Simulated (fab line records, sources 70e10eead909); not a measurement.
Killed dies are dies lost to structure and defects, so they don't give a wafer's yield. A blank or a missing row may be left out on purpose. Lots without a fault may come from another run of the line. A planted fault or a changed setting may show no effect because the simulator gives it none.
fab line records | flow nand_harc
record lots=24 wafers=72 last_day=34
route steps=1302 shown A_CONTACT@1002
lots that met no fault: from a run of the same line without faults
start_h: hours from the record's first day to the start of the lot's first wafer shown | wait_h: hours since the lot's step before | " the same as in the row above | L1.1+2: a row that stands for several wafers | - no value, or no start given | * or withheld: withheld | < > ~ a bound
route shown NAME@n: a module of which the file shows steps, and the number in the route of the first | usual: mean/standard deviation of fault-free wafers | same: alike in all rows | chamber/n: place in a boat | sites: the reading at each site | _std_site: their standard deviation | _edge_site: outer sites' mean less inner sites' | radius_mm: how far each site lies from the wafer's centre | mask NAME#n: copy n | behind: the tool/chamber that last shaped the wafer | hold: why the lot was held/for how many hours/how that ended | device: the transistor (n, p or np) that didn't switch | end of line: the same wafers' tests at the end of the route | a step without rows: its recipe alone | killed: dies lost to structure and defects at the first sort, not the wafer's yield | map: a wafer's dies, x killed, . not, _ none there
set.NAME: the setting as run; set.NAME@STEP: as run at that earlier step | model.NAME: the simulator's own value behind a step, which no gauge read
steps of the route over a sample of lots; a table a step, a row a wafer
services: from which hour (start_h, from the record's first day; less than 0 if before it) a tool's chamber was out of use, for how many hours, and why
## steps
# step NHARC_A_CONTACT_ETCH_49
# recipe target_depth_a=2600 over_etch_frac=0.3 time_s=475.3 ion_energy_ev=200 n2_flow_sccm=150 h2_flow_sccm=150 ar_flow_sccm=0 rf_w=400 bias_w=150 chemistry=N2/H2
# usual drypump_motor_current_A=5.5/0.36 oes_product_au=0.999/0.0085 rf_vpp_V=431.5/2.8 showerhead_plenum_p_Torr=2.08/0.1 throttle_valve_pct=14.172/0.0082
# columns lot.wafer tool chamber start_h wait_h drypump_motor_current_A oes_product_au rf_hours_counter_h rf_vpp_V showerhead_plenum_p_Torr throttle_valve_pct
L074.4 rie_diel-02 2 - - 5.3 0.990 15 427.0 1.89 14.174
L074.2 " 3 " " 6.1 0.992 14 433.5 2.12 14.168
L074.5 " 2 " " 5.3 1.003 - 425.6 1.89 14.169
L077.4 rie_diel-02 1 - - 5.0 1.027 19 433.0 2.11 14.171
L077.2 " 3 " " 6.1 0.991 18 432.8 2.12 14.174
L077.6 " 2 " " 5.3 1.010 - 426.5 1.89 14.162
L076.4 rie_diel-02 0 - - 5.7 1.006 17 433.9 2.11 14.151
L076.1 " 1 " " 5.0 1.004 20 432.3 2.11 14.174
L076.2 " 2 " " 5.3 1.008 20 426.9 1.89 14.175
L075.2 rie_diel-11 1 - - 5.7 1.013 27 427.2 1.95 14.165
L075.3 " 2 " " 5.8 0.993 25 432.7 2.15 14.183
L075.5 " 0 " " 5.7 0.993 - 433.8 2.21 14.172
L078.3 rie_diel-11 0 - - 5.7 0.989 22 436.0 2.21 14.174
L078.2 " 3 " " 5.2 0.992 31 432.1 2.17 14.178
L078.6 " 0 " " 5.7 0.988 - 434.6 2.21 14.188
L080.4 rie_diel-11 3 - - 5.2 0.989 44 434.6 2.16 14.184
L080.3 " 2 " " 5.8 1.003 43 433.4 2.15 14.163
L080.6 " 0 " " 5.7 0.987 - 434.2 2.21 14.178
L079.2 rie_diel-11 1 - - 5.7 1.003 42 427.9 1.95 14.173
L079.4 " 3 " " 5.2 1.002 - 434.1 2.16 14.166
L079.6 " 1 " " 5.7 1.007 - 429.3 1.95 14.176
L082.2 rie_diel-04 0 - - 6.3 0.994 9 429.8 2.05 14.176
L082.5 " 3 " " 5.2 0.989 - 427.0 1.90 14.178
L082.6 " 0 " " 6.2 0.988 - 430.4 2.05 14.187
L081.1 rie_diel-11 1 - - 5.7 0.995 44 428.3 1.94 14.176
L081.6 " 1 " " 5.7 0.998 - 428.9 1.94 14.183
L081.5 " 2 " " 5.8 0.993 - 433.8 2.14 14.171
L083.4 rie_diel-11 2 - - 5.8 1.000 52 433.0 2.14 14.175
L083.1 " 1 " " 5.7 1.001 47 427.6 1.94 14.173
L083.6 " 3 " " 5.2 0.979 - 433.7 2.16 14.167
L085.3 rie_diel-04 3 - - 5.2 0.995 12 427.2 1.90 14.163
L085.2 " 1 " " 5.0 0.995 15 432.3 2.09 14.178
L085.5 " 0 " " 6.2 0.995 - 431.5 2.05 14.151
L084.4 rie_diel-11 0 - - 5.7 1.007 42 436.1 2.20 14.165
L084.5 " 3 " " 5.2 0.990 - 433.4 2.16 14.180
L084.6 " 0 " " 5.7 1.005 - 433.6 2.20 14.164
L086.3 rie_diel-11 0 - - 5.7 0.995 44 434.6 2.20 14.174
L086.2 " 1 " " 5.7 0.995 51 427.7 1.94 14.155
L086.6 " 0 " " 5.7 1.003 - 434.4 2.20 14.173
L087.3 rie_diel-02 2 - - 5.3 1.000 6 425.7 1.89 14.174
L087.5 " 2 " " 5.3 1.004 - 427.0 1.89 14.171
L087.6 " 3 " " 6.1 0.990 - 433.7 2.12 14.179
L088.4 rie_diel-02 0 - - 5.7 1.000 11 432.1 2.11 14.165
L088.3 " 1 " " 5.0 1.009 11 433.7 2.10 14.179
L088.6 " 3 " " 6.1 0.995 - 433.5 2.12 14.166
L090.2 rie_diel-02 0 - - 5.7 0.992 14 432.3 2.11 14.175
L090.1 " 3 " " 6.1 1.001 12 432.2 2.12 14.175
L090.6 " 1 " " 5.0 1.014 - 432.4 2.10 14.164
L089.3 rie_diel-11 2 - - 5.8 1.014 7 433.9 2.14 14.165
L089.2 " 3 " " 5.2 1.003 7 434.1 2.15 14.162
L089.6 " 2 " " 5.8 1.010 - 432.7 2.14 14.170
L092.2 rie_diel-02 1 - - 5.0 1.018 16 431.8 2.10 14.158
L092.1 " 3 " " 6.1 0.978 15 432.7 2.11 14.178
L092.6 " 1 " " 5.0 1.002 - 431.2 2.10 14.169
L091.2 rie_diel-02 1 - - 5.0 1.004 16 432.1 2.10 14.184
L091.3 " 3 " " 6.1 0.986 16 432.5 2.11 14.171
L091.6 " 1 " " 5.0 1.008 - 434.0 2.10 14.158
L093.2 rie_diel-02 0 - - 5.7 0.999 20 431.5 2.10 14.166
L093.3 " 1 " " 5.0 1.003 19 431.8 2.10 14.171
L093.4 " 3 " " 6.1 0.990 19 433.2 2.11 14.163
L095.2 rie_diel-02 1 - - 5.0 1.012 23 432.5 2.09 14.172
L095.1 " 3 " " 6.1 0.988 23 432.5 2.11 14.179
L095.5 " 1 " " 5.0 1.009 - 433.0 2.10 14.184
L097.2 rie_diel-02 0 - - 5.7 1.002 26 431.8 2.10 14.178
L097.5 " 2 " " 5.3 1.008 - 426.3 1.88 14.166
L097.6 " 3 " " 6.1 0.987 - 429.4 2.11 14.178
L094.2 rie_diel-11 3 - - 5.2 1.002 34 432.9 2.14 14.165
L094.1 " 2 " " 5.8 1.003 30 432.8 2.13 14.158
L094.5 " 0 " " 5.7 1.000 - 434.7 2.19 14.174
L096.1 rie_diel-02 3 - - 6.1 0.995 25 431.8 2.11 14.172
L096.4 " 0 " " 5.7 1.009 27 432.7 2.10 14.166
L096.3 " 1 " " 5.0 1.001 26 432.7 2.09 14.181
# step NHARC_A_CONTACT_ETCH_113
# recipe source_w=withheld pressure_mtorr=20 bias_v=3000 time_s=190 target_depth_a=18500 ar_flow_sccm=withheld c4f8_flow_sccm=withheld o2_flow_sccm=withheld chemistry=C4F8/O2/Ar
# columns lot.wafer tool chamber start_h wait_h rf_hours_counter_h
L074.2 har_cap_etch-01 0 496.86 0.1 131
L074.4 " 0 " " -
L074.5 " 1 " " -
L077.2 har_cap_etch-03 0 515.44 0.1 42
L077.4 " 1 " " -
L077.6 " 1 " " -
L076.2 har_cap_etch-01 1 517.31 0.1 0
L076.1 " 0 " " 0
L076.4 " 1 " " -
L075.2 har_cap_etch-03 0 521.43 0.1 44
L075.3 " 0 " " -
L075.5 " 0 " " -
L078.2 har_cap_etch-03 0 529.81 0.1 47
L078.3 " 0 " " -
L078.6 " 0 " " -
L080.4 har_cap_etch-02 1 553.16 0.1 -
L080.3 " 0 " " -
L080.6 " 1 " " -
L079.2 har_cap_etch-03 1 566.16 0.1 52
L079.4 " 1 " " -
L079.6 " 0 " " -
L082.2 har_cap_etch-02 1 573.28 0.2 95
L082.6 " 1 " " -
L082.5 " 0 " " -
L081.1 har_cap_etch-03 0 578.88 0.1 54
L081.6 " 0 " " -
L081.5 " 1 " " -
L083.1 har_cap_etch-02 0 584.89 0.1 97
L083.4 " 1 " " -
L083.6 " 1 " " -
L085.2 har_cap_etch-01 1 595.50 0.1 14
L085.3 " 1 " " -
L085.5 " 0 " " -
L084.4 har_cap_etch-02 0 596.13 0.1 -
L084.5 " 1 " " -
L084.6 " 0 " " -
L086.2 har_cap_etch-03 0 600.97 0.1 61
L086.3 " 0 " " -
L086.6 " 1 " " -
L087.3 har_cap_etch-01 1 605.44 0.1 -
L087.5 " 1 " " -
L087.6 " 0 " " -
L088.3 har_cap_etch-01 0 627.93 0.1 -
L088.4 " 1 " " -
L088.6 " 0 " " -
L090.1 har_cap_etch-01 0 653.24 0.1 25
L090.2 " 1 " " 25
L090.6 " 1 " " -
L089.2 har_cap_etch-02 0 653.45 0.1 111
L089.3 " 1 " " -
L089.6 " 0 " " -
L092.1 har_cap_etch-01 0 673.76 0.1 29
L092.2 " 1 " " 29
L092.6 " 1 " " -
L091.2 har_cap_etch-02 1 674.61 0.1 115
L091.3 " 1 " " -
L091.6 " 0 " " -
L093.2 har_cap_etch-02 0 690.79 0.1 117
L093.4 " 0 " " -
L093.3 " 1 " " -
L095.2 har_cap_etch-01 0 717.00 0.1 34
L095.1 " 1 " " 34
L095.5 " 1 " " -
L097.2 har_cap_etch-02 1 725.16 0.1 121
L097.5 " 0 " " -
L097.6 " 1 " " -
L094.2 har_cap_etch-03 0 725.49 0.1 77
L094.1 " 1 " " 77
L094.5 " 0 " " -
L096.1 har_cap_etch-02 0 732.23 0.1 123
L096.3 " 1 " " -
L096.4 " 0 " " -
# step NHARC_A_CONTACT_ETCH_120
# recipe source_w=withheld pressure_mtorr=20 bias_v=3000 time_s=190 target_depth_a=18500 ar_flow_sccm=withheld c4f8_flow_sccm=withheld o2_flow_sccm=withheld chemistry=C4F8/O2/Ar
# columns lot.wafer tool chamber start_h wait_h rf_hours_counter_h
L074.2 har_cap_etch-01 0 498.06 0.1 132
L074.4 " 0 " " -
L074.5 " 1 " " -
L077.2 har_cap_etch-03 0 516.63 0.1 43
L077.4 " 1 " " -
L077.6 " 1 " " -
L076.2 har_cap_etch-01 1 518.51 0.1 1
L076.1 " 0 " " 1
L076.4 " 1 " " -
L075.2 har_cap_etch-03 0 522.63 0.1 46
L075.3 " 0 " " -
L075.5 " 0 " " -
L078.2 har_cap_etch-03 0 531.01 0.1 48
L078.3 " 0 " " -
L078.6 " 0 " " -
L080.4 har_cap_etch-02 1 554.34 0.1 -
L080.3 " 0 " " -
L080.6 " 1 " " -
L079.2 har_cap_etch-03 1 567.36 0.1 53
L079.4 " 1 " " -
L079.6 " 0 " " -
L082.2 har_cap_etch-02 1 574.87 0.2 96
L082.6 " 1 " " -
L082.5 " 0 " " -
L081.1 har_cap_etch-03 0 580.07 0.1 55
L081.6 " 0 " " -
L081.5 " 1 " " -
L083.1 har_cap_etch-02 0 586.08 0.1 98
L083.4 " 1 " " -
L083.6 " 1 " " -
L085.2 har_cap_etch-01 1 596.69 0.1 15
L085.3 " 1 " " -
L085.5 " 0 " " -
L084.4 har_cap_etch-02 0 597.33 0.1 -
L084.5 " 1 " " -
L084.6 " 0 " " -
L086.2 har_cap_etch-03 0 602.17 0.1 62
L086.3 " 0 " " -
L086.6 " 1 " " -
L087.3 har_cap_etch-01 1 606.64 0.1 -
L087.5 " 1 " " -
L087.6 " 0 " " -
L088.3 har_cap_etch-01 0 629.14 0.1 -
L088.4 " 1 " " -
L088.6 " 0 " " -
L090.1 har_cap_etch-01 0 654.43 0.1 26
L090.2 " 1 " " 26
L090.6 " 1 " " -
L089.2 har_cap_etch-02 0 654.64 0.1 112
L089.3 " 1 " " -
L089.6 " 0 " " -
L092.1 har_cap_etch-01 0 674.95 0.1 30
L092.2 " 1 " " 30
L092.6 " 1 " " -
L091.2 har_cap_etch-02 1 675.80 0.1 116
L091.3 " 1 " " -
L091.6 " 0 " " -
L093.2 har_cap_etch-02 0 691.98 0.1 118
L093.4 " 0 " " -
L093.3 " 1 " " -
L095.2 har_cap_etch-01 0 718.20 0.1 36
L095.1 " 1 " " 36
L095.5 " 1 " " -
L097.2 har_cap_etch-02 1 726.36 0.1 122
L097.5 " 0 " " -
L097.6 " 1 " " -
L094.2 har_cap_etch-03 0 726.69 0.1 78
L094.1 " 1 " " 78
L094.5 " 0 " " -
L096.1 har_cap_etch-02 0 733.43 0.1 124
L096.3 " 1 " " -
L096.4 " 0 " " -
# step NHARC_A_CONTACT_ETCH_123
# recipe source_w=withheld pressure_mtorr=20 bias_v=400 time_s=490 target_depth_a=21100 ar_flow_sccm=withheld c4f8_flow_sccm=11.5 o2_flow_sccm=7.2 chemistry=C4F8/O2/Ar
# columns lot.wafer tool chamber start_h wait_h rf_hours_counter_h
L074.2 har_cap_etch-01 0 498.57 0.1 132
L074.4 " 0 " " -
L074.5 " 1 " " -
L077.2 har_cap_etch-03 0 517.15 0.1 44
L077.4 " 1 " " -
L077.6 " 1 " " -
L076.2 har_cap_etch-01 1 519.02 0.1 2
L076.1 " 0 " " 2
L076.4 " 1 " " -
L075.2 har_cap_etch-03 0 523.20 0.2 46
L075.3 " 0 " " -
L075.5 " 0 " " -
L078.2 har_cap_etch-03 0 531.52 0.1 48
L078.3 " 0 " " -
L078.6 " 0 " " -
L080.4 har_cap_etch-02 1 554.97 0.3 -
L080.3 " 0 " " -
L080.6 " 1 " " -
L079.2 har_cap_etch-03 1 567.87 0.1 53
L079.4 " 1 " " -
L079.6 " 0 " " -
L082.2 har_cap_etch-02 1 575.56 0.2 97
L082.6 " 1 " " -
L082.5 " 0 " " -
L081.1 har_cap_etch-03 0 580.59 0.1 56
L081.6 " 0 " " -
L081.5 " 1 " " -
L083.1 har_cap_etch-02 0 586.65 0.2 99
L083.4 " 1 " " -
L083.6 " 1 " " -
L085.2 har_cap_etch-01 1 597.21 0.1 15
L085.3 " 1 " " -
L085.5 " 0 " " -
L084.4 har_cap_etch-02 0 598.02 0.3 -
L084.5 " 1 " " -
L084.6 " 0 " " -
L086.2 har_cap_etch-03 0 602.74 0.2 63
L086.3 " 0 " " -
L086.6 " 1 " " -
L087.3 har_cap_etch-01 1 607.27 0.3 -
L087.5 " 1 " " -
L087.6 " 0 " " -
L088.3 har_cap_etch-01 0 629.77 0.3 -
L088.4 " 1 " " -
L088.6 " 0 " " -
L090.1 har_cap_etch-01 0 654.94 0.1 27
L090.2 " 1 " " 27
L090.6 " 1 " " -
L089.2 har_cap_etch-02 0 655.21 0.2 113
L089.3 " 1 " " -
L089.6 " 0 " " -
L092.1 har_cap_etch-01 0 675.46 0.1 31
L092.2 " 1 " " 31
L092.6 " 1 " " -
L091.2 har_cap_etch-02 1 676.31 0.1 116
L091.3 " 1 " " -
L091.6 " 0 " " -
L093.2 har_cap_etch-02 0 692.49 0.1 119
L093.4 " 0 " " -
L093.3 " 1 " " -
L095.2 har_cap_etch-01 0 718.71 0.1 36
L095.1 " 1 " " 36
L095.5 " 1 " " -
L097.2 har_cap_etch-02 1 726.93 0.2 123
L097.5 " 0 " " -
L097.6 " 1 " " -
L094.2 har_cap_etch-03 0 727.19 0.1 79
L094.1 " 1 " " 79
L094.5 " 0 " " -
L096.1 har_cap_etch-02 0 734.00 0.2 125
L096.3 " 1 " " -
L096.4 " 0 " " -
# step NHARC_A_CONTACT_DEP_57
# recipe target_thk_a=53000 temp_c=400 material=aC
# usual throttle_valve_pct=34.999/0.0096
# columns lot.wafer tool chamber start_h wait_h throttle_valve_pct
L074.2 acl_dep-02 0 501.27 - 35.010
L074.4 " 0 502.36 - 34.987
L074.5 " 0 " " 34.990
L077.2 acl_dep-01 0 519.83 - 35.014
L077.4 " 0 520.90 - 34.995
L077.6 " 0 521.97 - 35.006
L076.1 acl_dep-03 0 522.08 - 35.009
L076.2 " 0 " " 34.999
L076.4 " 0 523.69 - 35.012
L075.2 acl_dep-02 0 525.90 - 35.006
L075.3 " 0 " " 34.990
L075.5 " 0 527.55 - 35.002
L078.2 acl_dep-02 0 534.63 - 35.003
L078.3 " 0 " " 35.010
L078.6 " 0 536.81 - 35.020
L080.3 acl_dep-03 0 560.10 - 35.005
L080.4 " 0 " " 35.017
L080.6 " 0 561.69 - 34.986
L079.2 acl_dep-02 0 573.49 - 34.993
L079.4 " 0 574.58 - 35.009
L079.6 " 0 575.67 - 34.996
L082.2 acl_dep-03 0 579.95 - 35.006
L082.5 " 0 581.55 - 34.996
L082.6 " 0 " " 35.013
L081.1 acl_dep-02 0 582.77 - 34.993
L081.5 " 0 584.92 - 35.003
L081.6 " 0 " " 34.998
L083.1 acl_dep-02 0 589.17 - 35.010
L083.4 " 0 590.75 - 34.990
L083.6 " 0 591.80 - 35.001
L085.2 acl_dep-01 0 601.42 - 34.980
L085.3 " 0 " " 35.003
L085.5 " 0 603.05 - 35.000
L084.4 acl_dep-02 0 604.14 - 35.001
L084.5 " 0 " " 35.008
L084.6 " 0 " " 34.996
L086.2 acl_dep-01 0 606.51 - 35.002
L086.3 " 0 " " 34.998
L086.6 " 0 608.65 - 35.005
L087.3 acl_dep-01 0 614.02 - 35.026
L087.5 " 0 615.10 - 35.000
L087.6 " 0 " " 34.996
L088.3 acl_dep-03 0 632.82 - 34.988
L088.4 " 0 " " 34.999
L088.6 " 0 634.41 - 35.004
L090.1 acl_dep-01 0 658.30 - 35.008
L090.2 " 0 " " 34.995
L090.6 " 0 660.96 - 35.007
L089.2 acl_dep-02 0 659.41 - 35.014
L089.3 " 0 " " 34.981
L089.6 " 0 661.55 - 35.005
L092.1 acl_dep-01 0 677.61 - 35.000
L092.2 " 0 " " 35.005
L092.6 " 0 680.28 - 35.002
L091.2 acl_dep-01 0 681.35 - 35.003
L091.3 " 0 " " 34.999
L091.6 " 0 683.50 - 35.012
L093.2 acl_dep-02 0 695.41 - 34.992
L093.3 " 0 " " 35.008
L093.4 " 0 " " 34.995
L095.1 acl_dep-02 0 723.85 - 34.996
L095.2 " 0 " " 34.981
L095.5 " 0 726.01 - 34.997
L097.2 acl_dep-02 0 731.32 - 34.996
L097.5 " 0 732.92 - 35.006
L097.6 " 0 " " 35.003
L094.1 acl_dep-03 0 731.55 - 34.988
L094.2 " 0 " " 34.996
L094.5 " 0 733.68 - 34.999
L096.1 acl_dep-02 0 737.56 - 35.004
L096.3 " 0 738.64 - 34.991
L096.4 " 0 " " 34.997
# step NHARC_A_CONTACT_ETCH_126
# recipe source_w=withheld pressure_mtorr=20 bias_v=3000 time_s=197 target_depth_a=19180 ar_flow_sccm=withheld c4f8_flow_sccm=withheld o2_flow_sccm=withheld chemistry=C4F8/O2/Ar
# columns lot.wafer tool chamber start_h wait_h rf_hours_counter_h
L074.2 har_cap_etch-02 0 507.59 0.1 85
L074.4 " 0 " " -
L074.5 " 0 " " -
L077.2 har_cap_etch-02 0 525.38 0.1 88
L077.4 " 0 " " -
L077.6 " 0 " " -
L076.1 har_cap_etch-01 1 528.15 0.2 3
L076.2 " 0 " " 3
L076.4 " 1 " " -
L075.2 har_cap_etch-02 1 531.49 0.1 89
L075.3 " 0 " " -
L075.5 " 0 " " -
L078.2 har_cap_etch-01 0 540.28 0.1 6
L078.3 " 0 " " -
L078.6 " 1 " " -
L080.4 har_cap_etch-01 1 565.13 0.1 -
L080.3 " 0 " " -
L080.6 " 0 " " -
L079.2 har_cap_etch-01 0 579.82 0.1 11
L079.4 " 0 " " -
L079.6 " 1 " " -
L082.2 har_cap_etch-03 1 585.63 0.1 56
L082.6 " 1 " " -
L082.5 " 0 " " -
L081.1 har_cap_etch-02 1 589.60 0.1 99
L081.6 " 1 " " -
L081.5 " 0 " " -
L083.1 har_cap_etch-03 0 595.20 0.1 58
L083.4 " 1 " " -
L083.6 " 0 " " -
L085.2 har_cap_etch-03 1 607.24 0.2 63
L085.3 " 1 " " -
L085.5 " 0 " " -
L084.4 har_cap_etch-02 1 608.74 0.1 -
L084.5 " 1 " " -
L084.6 " 0 " " -
L086.2 har_cap_etch-01 1 611.92 0.1 20
L086.3 " 0 " " -
L086.6 " 0 " " -
L087.3 har_cap_etch-03 1 619.11 0.1 -
L087.6 " 0 " " -
L087.5 " 1 " " -
L088.4 har_cap_etch-02 1 637.85 0.1 -
L088.3 " 0 " " -
L088.6 " 0 " " -
L090.1 har_cap_etch-03 1 664.38 0.1 70
L090.2 " 0 " " 70
L090.6 " 0 " " -
L089.2 har_cap_etch-01 1 665.09 0.2 27
L089.3 " 0 " " -
L089.6 " 1 " " -
L092.1 har_cap_etch-03 1 684.16 0.1 73
L092.2 " 0 " " 73
L092.6 " 0 " " -
L091.2 har_cap_etch-01 0 687.05 0.2 31
L091.3 " 0 " " -
L091.6 " 0 " " -
L093.2 har_cap_etch-02 1 701.09 0.2 119
L093.4 " 1 " " -
L093.3 " 0 " " -
L095.2 har_cap_etch-01 1 729.93 0.1 37
L095.1 " 0 " " 37
L095.5 " 1 " " -
L097.2 har_cap_etch-03 0 736.83 0.1 79
L097.5 " 0 " " -
L097.6 " 1 " " -
L094.2 har_cap_etch-01 1 737.74 0.1 39
L094.1 " 0 " " 39
L094.5 " 0 " " -
L096.1 har_cap_etch-03 1 743.81 0.2 81
L096.3 " 0 " " -
L096.4 " 1 " " -
## services
# columns tool chamber start_h hours kind
acl_dep-03 - 489.49 13.0 pm
rie_diel-04 - 498.30 12.0 repair
har_cap_etch-01 - 499.09 17.0 pm
har_cap_etch-01 0 499.09 17.0 vent_cycle
har_cap_etch-01 1 499.09 17.0 vent_cycle
har_cap_etch-01 0 516.09 - clean
har_cap_etch-01 1 516.09 - clean
har_cap_etch-01 1 516.09 - consumable_replace:focus_ring
rie_diel-04 - 534.05 9.0 pm
rie_diel-02 3 551.85 5.3 repair
acl_dep-01 - 552.30 13.0 pm
rie_diel-11 1 555.45 7.7 repair
rie_diel-02 - 557.88 4.4 repair
rie_diel-11 0 560.67 3.8 repair
rie_diel-02 - 570.94 9.0 pm
rie_diel-04 2 576.56 16.1 repair
rie_diel-04 3 579.03 10.9 repair
acl_dep-02 - 605.76 13.0 pm
rie_diel-11 - 613.41 9.0 pm
har_cap_etch-03 - 636.97 0.3 repair
acl_dep-03 - 670.52 13.0 pm
rie_diel-04 - 711.43 9.0 pm
acl_dep-01 - 734.77 13.0 pm
rie_diel-11 2 741.46 9.6 repair
## key
fault none
